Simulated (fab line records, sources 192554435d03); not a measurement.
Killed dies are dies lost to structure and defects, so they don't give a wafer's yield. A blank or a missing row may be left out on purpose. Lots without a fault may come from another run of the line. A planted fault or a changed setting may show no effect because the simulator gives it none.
A struck lot beside a sound one | flow n5_finfet | 24 steps out of a route of 1938
Sound: wafers L269.3, L269.4, L269.6. Struck: wafers L258.2, L258.3, L258.5. The cause comes at the end.
At each step with rows: each side's tool, then ch and its chambers, then its first start. Under that, the readings that differ: sound wafers | struck wafers | difference of the means | sigmas: that difference in standard deviations of wafers without a fault.
alike: readings whose means differ by less than 2 such deviations, and words and numbers that are the same on both sides. not compared: withheld readings, readings that some wafer has no value for, bounds like >300 that may hide the same value, and numbers for which the record gives no deviation and whose values overlap.
The two part at a step that has a row with sigmas, a row that says differs or no value, or rows on one side only. Numbers that don't overlap but have no deviation are shown without sigmas and don't part them. A reading that every wafer of one side lacks parts them only if that side has two wafers or more.

N5_BEOL_M6_INSPECT_13: inspects for defects (brightfield).
  sound on defect_inspect-02, day 11 22:36; struck on defect_inspect-01, day 9 03:56
  alike: raw_defect_count
then, 1 step without rows for these wafers: N5_BEOL_M6_DESCUM_16 (chemistry O2, time 7.9 s).
N5_BEOL_M6_ETCH_61: etches SiARC in CF4, target depth 45.5 nm, time 75.8 s.
  sound on rie_diel-04 ch 1,3, day 11 22:47; struck on rie_diel-03 ch 0,1,2, day 9 04:07
  alike: drypump_motor_current_A, etch_rf_on_time_s, oes_product_au, rf_vpp_V, showerhead_plenum_p_Torr, throttle_valve_pct
  not compared: rf_hours_counter_h
N5_BEOL_M6_ETCH_62: etches SOC in N2/H2, target depth 110 nm, overetch 22 nm, time 165 s.
  sound on rie_diel-04 ch 1,3, day 11 22:50; struck on rie_diel-03 ch 0,1,2, day 9 04:10
  alike: drypump_motor_current_A, oes_product_au, rf_vpp_V, showerhead_plenum_p_Torr, throttle_valve_pct
  not compared: rf_hours_counter_h
then, 1 step without rows for these wafers: N5_BEOL_M6_STRIP_68 (strips in N2/H2).
N5_BEOL_M6_STRIP_67: strips in CF4.
  sound on rie_diel-04 ch 1,3, day 11 22:59; struck on rie_diel-03 ch 0,1,2, day 9 04:19
  alike: drypump_motor_current_A, oes_product_au, rf_vpp_V, showerhead_plenum_p_Torr, throttle_valve_pct
  not compared: rf_hours_counter_h
N5_BEOL_M6_HM_OPEN_17: chemistry Cl2/BCl3, target TiN, target depth 20 nm, overetch 6 nm.
  sound on rie_metal-02 ch 0,1, day 11 23:03; struck on rie_metal-03 ch 1, day 9 04:22
  reading                     | sound       | struck      | difference | sigmas
  drypump_motor_current_A (A) | 6.2 6.1 6.2 | 4.9 4.9 4.9 | -1.3       | -3
  alike: oes_product_au, throttle_valve_pct
  not compared: rf_hours_counter_h
then, 1 step without rows for these wafers: N5_BEOL_M6_STRIP_19 (strips in O2).
N5_BEOL_M6_CD_MEAS_18: pitch 80 nm, target cd 40 nm.
  sound on cd_sem-02, day 11 23:21; struck on cd_sem-03, day 9 04:32
  alike: cd_nm
then, 3 steps without rows for these wafers: N5_BEOL_M6_COAT_63 (time 60 s, resist thk 60 nm); N5_BEOL_M6_COAT_64 (time 60 s, resist thk 12 nm); N5_BEOL_M6_COAT_71 (time 60 s, resist thk 5 nm).
N5_BEOL_M6_COAT_22: resist thk 30 nm.
  sound on litho_track-05 ch 0, day 12 02:35; struck on litho_track-04 ch 0, day 9 05:14
  reading                                      | sound                | struck               | difference | sigmas
  spin_speed_rpm (rpm)                         | 1499.7 1499.6 1499.9 | 1434.8 1435.4 1436.0 | -64.3      | -54
  model.CAR-EUV_of_BEOL_M6_COAT_22.thk_nm (nm) | 30 30 30             | 30.6 30.6 30.6       | +0.6       |
then, 5 steps without rows for these wafers: N5_BEOL_M6_EBR_24; N5_BEOL_M6_SOFTBAKE_23 (time 60 s); N5_BEOL_M6_EXPOSE_25 (exposes mask V5, target cd 40 nm); N5_BEOL_M6_PEB_26 (peb time 60 s); N5_BEOL_M6_DEVELOP_27 (develop time 30 s).
N5_BEOL_M6_CD_MEAS_28: target cd 40 nm.
  sound on cd_sem-01 ch 0, day 12 02:51; struck on cd_sem-01 ch 0, day 9 05:30
  alike: cd_nm
N5_BEOL_M6_OVL_MEAS_29:
  sound on overlay-02 ch 0, day 12 02:53; struck on overlay-02 ch 0, day 9 05:32
  alike: V5_OVL
N5_BEOL_M6_INSPECT_30: inspects for defects (brightfield).
  sound on defect_inspect-01, day 12 02:56; struck on defect_inspect-02, day 9 05:35
  alike: raw_defect_count
N5_BEOL_M6_DESCUM_33: chemistry O2, time 7 s.
  sound on rie_diel-01 ch 0,2, day 12 02:58; struck on rie_diel-01 ch 0,2, day 9 05:50
  reading                                      | sound    | struck         | difference | sigmas
  model.CAR-EUV_of_BEOL_M6_COAT_22.thk_nm (nm) | 26 26 26 | 26.8 26.8 26.8 | +0.8       |
  alike: drypump_motor_current_A, o2_flow_sccm, oes_product_au, rf_vpp_V, showerhead_plenum_p_Torr, throttle_valve_pct
  not compared: rf_hours_counter_h
N5_BEOL_M6_ETCH_72: etches underlayer in N2/H2, target depth 6.5 nm, time 5.2 s.
  sound on rie_diel-01 ch 0,2, day 12 03:00; struck on rie_diel-01 ch 0,2, day 9 05:52
  alike: drypump_motor_current_A, etch_rf_on_time_s, oes_product_au, rf_vpp_V, showerhead_plenum_p_Torr, throttle_valve_pct
  not compared: rf_hours_counter_h
N5_PASSIVATION_PROBE_49:
  the record has rows for the sound wafers here (prober-02, day 15 15:07) and none for the struck ones

WHERE THEY PART
First at N5_BEOL_M6_HM_OPEN_17; last, within this record, at N5_PASSIVATION_PROBE_49.

WHY: what the simulator had put in
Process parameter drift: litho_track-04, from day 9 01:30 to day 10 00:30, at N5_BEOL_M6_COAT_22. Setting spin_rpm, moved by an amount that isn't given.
